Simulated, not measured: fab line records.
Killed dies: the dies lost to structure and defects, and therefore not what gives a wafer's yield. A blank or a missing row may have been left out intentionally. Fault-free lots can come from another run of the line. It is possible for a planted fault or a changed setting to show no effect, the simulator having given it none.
Matching of chambers    flow n5_finfet    N5_ZERO_LAYER_PECVD_02 on pecvd-04: 3 sister chambers
The step deposits SiO2 from SiH4/N2O, target thk 10 nm, time 6 s. 14 wafers are shown with their chamber, then 7 later ones without.

## WAFERS PAIRED WITH THEIR CHAMBERS
wafer   chamber  showerhead_plenum_p_Torr (Torr)  heater_power_w (W)
L082.1  1        8.53                             659
L082.4  0        8.10                             811
L082.5  1        8.56                             658
L090.2  0        8.10                             803
L090.3  1        8.55                             709
L090.4  0        8.09                             806
L091.1  2        8.16                             664
L091.3  0        8.08                             728
L091.4  2        8.15                             657
L092.2  2        8.17                             607
L092.5  2        8.15                             615
L092.6  0        8.08                             772
L093.1  0        8.09                             760
L093.2  1        8.55                             661

SIGNATURES (averages over the wafers above)
reading                   chamber 0  chamber 1  chamber 2  scatter within a chamber
showerhead_plenum_p_Torr  8.0900     8.5475     8.1575     0.0102
heater_power_w            780.00     671.75     635.75     29.7
Rule: for a wafer and a chamber, the distance is found by dividing, reading by reading, the gap between the wafer's reading and the chamber's mean by the reading's scatter, squaring, summing and taking the root. If the next closest chamber is less than 2 further off than the closest, the wafer can't be placed; otherwise it belongs to the closest. The scatter is the square root of a quotient: the sum, over the shown wafers, of each reading's squared deviation from its chamber's mean, divided by wafers minus chambers.

## WAFERS WHOSE CHAMBER IS MISSING
wafer   showerhead_plenum_p_Torr (Torr)  heater_power_w (W)
L093.3  8.16                             680
L095.2  8.54                             763
L095.4  8.09                             717
L095.5  8.15                             627
L096.1  8.18                             592
L096.2  8.54                             657
L096.4  8.10                             680

## CHAMBER TAKEN BY EACH
wafer   from the rows above  in truth
L093.3  2                    2
L095.2  1                    1
L095.4  0                    0
L095.5  2                    2
L096.1  2                    2
L096.2  1                    1
L096.4  0                    0
Correctly placed: 7 of 7. Not placeable from these rows: 0. 0 placed wrongly.
